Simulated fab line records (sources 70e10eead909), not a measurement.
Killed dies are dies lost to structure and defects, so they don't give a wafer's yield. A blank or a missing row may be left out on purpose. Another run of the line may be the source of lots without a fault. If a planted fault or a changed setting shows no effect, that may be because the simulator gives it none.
Chamber matching    flow nand-harc    4 sister chambers for NHARC_A_CONTACT_ETCH_51 on rie-diel-03
The step etches the open film in O2/COS, target depth 7000 nm, time 1820 s. 14 wafers are shown with their chamber, then 7 later ones without.

EACH WAFER AND ITS CHAMBER
wafer   chamber  drypump-motor-current-A (A)  showerhead-plenum-p-Torr (Torr)  oes-product-au (a.u.)
L691.3  1        5.6                          3.05                             1.006
L691.4  3        5.3                          3.10                             0.988
L691.6  1        5.6                          3.05                             0.999
L693.4  3        5.4                          3.10                             1.001
L693.5  1        5.7                          3.05                             1.003
L693.6  0        5.4                          3.10                             0.995
L694.1  1        5.6                          3.05                             1.001
L694.4  2        6.4                          3.02                             1.004
L694.5  0        5.4                          3.10                             0.998
L696.2  3        5.3                          3.10                             0.990
L696.3  1        5.7                          3.05                             0.998
L696.6  1        5.6                          3.05                             0.999
L699.2  0        5.4                          3.09                             1.000
L699.3  1        5.6                          3.04                             0.995

SIGNATURES (means of the wafers above)
reading                   chamber 0  chamber 1  chamber 2  chamber 3  scatter within a chamber
drypump-motor-current-A   5.400      5.629      6.400      5.333      0.0458
showerhead-plenum-p-Torr  3.0967     3.0486     3.0200     3.1000     0.0039
oes-product-au            0.99767    1.00014    1.00400    0.99300    0.00433
Rule: distance of a wafer from a chamber = root of the sum over the readings of ((wafer's reading minus chamber's mean) / reading's scatter) squared. The wafer belongs to the nearest chamber; if the next one is less than 2 further off, it can't be placed. The scatter: the root of (the sum of the squares of (reading less its chamber's mean) over the shown wafers, divided by (wafers less chambers)).

WAFERS WHOSE CHAMBER IS MISSING
wafer   drypump-motor-current-A (A)  showerhead-plenum-p-Torr (Torr)  oes-product-au (a.u.)
L699.4  6.3                          3.01                             0.998
L708.1  6.4                          3.01                             1.019
L708.4  5.3                          3.09                             0.991
L708.6  6.4                          3.01                             1.012
L712.4  5.4                          3.08                             0.994
L712.5  5.3                          3.08                             0.997
L712.6  5.7                          3.03                             0.987

THE CHAMBER EACH PASSED THROUGH
wafer   from the rows above      in truth
L699.4  2                        2
L708.1  2                        2
L708.4  can't be placed: 3 or 0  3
L708.6  2                        2
L712.4  can't be placed: 0 or 3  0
L712.5  can't be placed: 0 or 3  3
L712.6  1                        1
Correctly placed: 4 of 7. Not placeable from these rows: 3 (in 3, the candidates include the true chamber). Wrongly placed: 0.
